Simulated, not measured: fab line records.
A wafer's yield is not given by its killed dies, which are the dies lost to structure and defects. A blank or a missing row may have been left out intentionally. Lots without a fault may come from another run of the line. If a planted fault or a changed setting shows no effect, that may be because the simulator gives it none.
Chamber matching :: flow nandHarc :: NHARC_A_STAIRCASE_CMP_472 on cmp-03 has 4 sister chambers
The step polishes SiO2. 8 wafers are shown with their chamber, then 10 later ones without.

EACH WAFER AND ITS CHAMBER
wafer: L081.2
chamber: 2
motorCurrentA (A): 11.5

wafer: L087.5
chamber: 0
motorCurrentA (A): 11.5

wafer: L087.6
chamber: 3
motorCurrentA (A): 12.2

wafer: L092.3
chamber: 2
motorCurrentA (A): 12.4

wafer: L092.4
chamber: 1
motorCurrentA (A): 11.5

wafer: L092.6
chamber: 1
motorCurrentA (A): 11.8

wafer: L092.1
chamber: 0
motorCurrentA (A): 11.2

wafer: L092.2
chamber: 3
motorCurrentA (A): 12.0

WAFERS WITH NO CHAMBER GIVEN
wafer: L092.5
motorCurrentA (A): 12.3

wafer: L093.2
motorCurrentA (A): 11.3

wafer: L093.4
motorCurrentA (A): 11.7

wafer: L093.5
motorCurrentA (A): 10.7

wafer: L093.1
motorCurrentA (A): 11.8

wafer: L093.3
motorCurrentA (A): 11.7

wafer: L093.6
motorCurrentA (A): 11.3

wafer: L097.3
motorCurrentA (A): 11.8

wafer: L097.4
motorCurrentA (A): 11.7

wafer: L097.5
motorCurrentA (A): 11.7

EACH ONE'S CHAMBER
wafer: L092.5
from the rows above: can't be placed: 3 or 2 or 1
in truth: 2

wafer: L093.2
from the rows above: can't be placed: 0 or 1 or 2
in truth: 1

wafer: L093.4
from the rows above: can't be placed: 1 or 2 or 0 or 3
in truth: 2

wafer: L093.5
from the rows above: can't be placed: 0 or 1 or 2
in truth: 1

wafer: L093.1
from the rows above: can't be placed: 2 or 1 or 3 or 0
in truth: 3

wafer: L093.3
from the rows above: can't be placed: 1 or 2 or 0 or 3
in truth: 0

wafer: L093.6
from the rows above: can't be placed: 0 or 1 or 2
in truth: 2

wafer: L097.3
from the rows above: can't be placed: 2 or 1 or 3 or 0
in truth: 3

wafer: L097.4
from the rows above: can't be placed: 1 or 2 or 0 or 3
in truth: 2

wafer: L097.5
from the rows above: can't be placed: 1 or 2 or 0 or 3
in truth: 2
Correct placement for 0 of the 10. Cannot be placed on the basis of these rows: 10; the candidates contain the true chamber in 10. Wrongly placed: 0.
How it was worked out, from the rows above alone: a wafer's distance from a chamber is the root of the sum, over the readings, of the square of ((its reading less the chamber's mean) divided by the reading's scatter). The wafer belongs to the nearest chamber; if the next one is less than 2 further off, it can't be placed. A chamber's mean is the mean of its shown wafers. The scatter: take each reading less its chamber's mean, square it, sum over the shown wafers, divide by the number of wafers less the number of chambers, and take the root.
